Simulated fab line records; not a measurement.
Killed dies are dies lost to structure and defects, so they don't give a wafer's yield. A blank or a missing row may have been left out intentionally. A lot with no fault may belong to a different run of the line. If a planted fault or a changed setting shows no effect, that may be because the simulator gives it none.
Chamber matching -- flow n5_finfet -- rie_diel-04 running N5_SD_EPI_N_ETCH_45: 4 sister chambers
The step etches SiOCN in CH3F/O2, target depth 6 nm. 18 wafers are shown with their chamber, then 9 later ones without.

## EACH WAFER AND ITS CHAMBER
wafer,chamber,showerhead_plenum_p_Torr (Torr),throttle_valve_pct (%),oes_product_au (a.u.)
L083.1,0,2.09,23.22,0.92
L083.5,1,2.06,23.44,0.70
L083.6,2,2.10,23.14,0.85
L084.3,3,1.89,23.03,0.71
L084.4,1,2.06,23.42,0.70
L084.6,3,1.89,23.03,0.70
L085.1,2,2.10,23.15,0.86
L085.3,1,2.06,23.42,0.69
L085.5,3,1.89,23.02,0.70
L088.1,0,2.09,23.24,0.91
L088.4,1,2.06,23.44,0.69
L088.5,0,2.09,23.24,0.91
L089.1,0,2.09,23.24,0.92
L089.4,2,2.09,23.15,0.85
L089.6,3,1.89,23.04,0.69
L090.3,2,2.09,23.16,0.86
L090.4,1,2.05,23.44,0.68
L090.6,2,2.09,23.17,0.85

SIGNATURES (means of the wafers above)
reading,chamber 0,chamber 1,chamber 2,chamber 3,scatter within a chamber
showerhead_plenum_p_Torr,2.0900,2.0580,2.0940,1.8900,0.00378
throttle_valve_pct,23.2350,23.4320,23.1540,23.0300,0.0104
oes_product_au,0.9150,0.6920,0.8540,0.7000,0.00707
Rule: distance of a wafer from a chamber = root of the sum over the readings of ((wafer's reading minus chamber's mean) / reading's scatter) squared. If the next closest chamber is less than 2 further off than the closest, the wafer can't be placed; otherwise it belongs to the closest. The scatter is the square root of a quotient: the sum, over the shown wafers, of each reading's squared deviation from its chamber's mean, divided by wafers minus chambers.

## WAFERS WITH NO CHAMBER GIVEN
wafer,showerhead_plenum_p_Torr (Torr),throttle_valve_pct (%),oes_product_au (a.u.)
L091.2,2.05,23.45,0.69
L091.3,1.89,23.03,0.70
L091.5,2.05,23.44,0.68
L092.1,2.09,23.26,0.89
L092.2,1.89,23.03,0.69
L092.5,1.89,23.03,0.69
L095.2,2.09,23.19,0.83
L095.5,2.09,23.18,0.82
L095.6,1.88,23.06,0.69

## WHICH CHAMBER EACH ONE RAN IN
wafer,from the rows above,in truth
L091.2,1,1
L091.3,3,3
L091.5,1,1
L092.1,0,0
L092.2,3,3
L092.5,3,3
L095.2,2,2
L095.5,2,2
L095.6,3,3
Placed correctly: 9 of 9. From these rows, 0 cannot be placed. 0 placed wrongly.
